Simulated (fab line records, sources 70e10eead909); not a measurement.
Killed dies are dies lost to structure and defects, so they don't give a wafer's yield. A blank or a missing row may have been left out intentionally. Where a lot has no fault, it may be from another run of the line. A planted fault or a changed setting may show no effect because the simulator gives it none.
Struck lot and sound lot, side by side	flow nand-harc	15 out of 1302 route steps
Sound: wafers L475.2, L475.3, L475.4. Struck: wafers L470.2, L470.5, L470.6. Last of all comes the cause.
At each step with rows: each side's tool, then ch and its chambers, then its first start. Under that, the readings that differ: sound wafers	struck wafers	difference of the means	sigmas: that difference in standard deviations of wafers without a fault.
alike: words and numbers the same on both sides, and readings whose means are apart by under 2 such deviations; not compared: readings that were withheld, readings missing a value for some wafer, numbers with overlapping values and no deviation given by the record, and bounds like >300 which may hide the same value.
Wherever a step has rows on one side only, a row that says differs or no value, or a row with sigmas, the two part there. Numbers that have no deviation but don't overlap get no sigmas and don't part them. A reading missing from all wafers of one side parts the sides only when that side holds two or more wafers.

NHARC_A_CONTACT_ETCH_112: etches the open film in C4F8/O2/Ar, time 190 s, target depth 1850 nm.
  sound on har-cap-etch-02 ch 0,1, day 30 08:29; struck on har-cap-etch-01 ch 0,1, day 28 19:32
  alike: chamber-pressure-mTorr, oes-air-line-au
  not compared: rf-hours-counter-h
then, 3 steps without rows for these wafers: NHARC_A_CONTACT_ETCH_113 (etches the open film in C4F8/O2/Ar, time 190 s, target depth 1850 nm); NHARC_A_CONTACT_ETCH_114 (etches the open film in C4F8/O2/Ar, time 190 s, target depth 1850 nm); NHARC_A_CONTACT_ETCH_115 (etches the open film in C4F8/O2/Ar, time 190 s, target depth 1850 nm).
NHARC_A_CONTACT_ETCH_116: etches the open film in C4F8/O2/Ar, time 190 s, target depth 1850 nm.
  sound on har-cap-etch-02 ch 0,1, day 30 09:10; struck on har-cap-etch-01 ch 0,1, day 28 20:13
  alike: chamber-pressure-mTorr, oes-air-line-au
  not compared: rf-hours-counter-h
NHARC_A_CONTACT_ETCH_117: etches the open film in C4F8/O2/Ar, time 190 s, target depth 1850 nm.
  sound on har-cap-etch-02 ch 0,1, day 30 09:20; struck on har-cap-etch-01 ch 0,1, day 28 20:23
  alike: chamber-pressure-mTorr, oes-air-line-au
  not compared: rf-hours-counter-h
then, 3 steps without rows for these wafers: NHARC_A_CONTACT_ETCH_118 (etches the open film in C4F8/O2/Ar, time 190 s, target depth 1850 nm); NHARC_A_CONTACT_ETCH_119 (etches the open film in C4F8/O2/Ar, time 190 s, target depth 1850 nm); NHARC_A_CONTACT_ETCH_120 (etches the open film in C4F8/O2/Ar, time 190 s, target depth 1850 nm).
NHARC_A_CONTACT_ETCH_121: etches the open film in C4F8/O2/Ar, time 190 s, target depth 1850 nm.
  sound on har-cap-etch-02 ch 0,1, day 30 10:02; struck on har-cap-etch-01 ch 0,1, day 28 21:04
  alike: chamber-pressure-mTorr, oes-air-line-au
  not compared: rf-hours-counter-h
NHARC_A_CONTACT_ETCH_122: etches the open film in C4F8/O2/Ar, time 190 s, target depth 1850 nm.
  sound on har-cap-etch-02 ch 0,1, day 30 10:12; struck on har-cap-etch-01 ch 0,1, day 28 21:14
  alike: chamber-pressure-mTorr, oes-air-line-au
  not compared: rf-hours-counter-h
then, 1 step without rows for these wafers: NHARC_A_CONTACT_ETCH_123 (etches the open film in C4F8/O2/Ar, time 490 s, target depth 2110 nm).
NHARC_A_CONTACT_ETCH_90: etches the open film in CH3F/O2, target depth 40 nm, time 85.7 s.
  sound on rie-diel-13 ch 0,1,3, day 30 11:20; struck on rie-diel-04 ch 0,3, day 28 22:23
  no value came back on the struck wafers for any of 10 readings (bias-w (W), ch3f-flow-sccm (sccm) and others); on the sound wafers bias-w (W) reads 100.24 100.10 99.66
then, 1 step without rows for these wafers: NHARC_A_CONTACT_ETCH_96 (etches the open film in C4F6/O2, target depth 20 nm, time 10 s).
-- break in the record here, with 3 days between the starts of the struck wafers on either side (left off in module A_CONTACT, picked up again in module END, where the first step shown is number 1302 on the route) --
NHARC_END_SORT_01:
  at this point the record logs the struck wafers (prober-02 ch 0, day 31 23:40) and has no rows for the sound ones

## WHERE THEY PART
At NHARC_A_CONTACT_ETCH_90 first; at NHARC_END_SORT_01 last (within this record only).

WHY: what the simulator had put in
At NHARC_A_CONTACT_ETCH_90, the step was skipped entirely on rie-diel-04 from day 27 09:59 on. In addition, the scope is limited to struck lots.
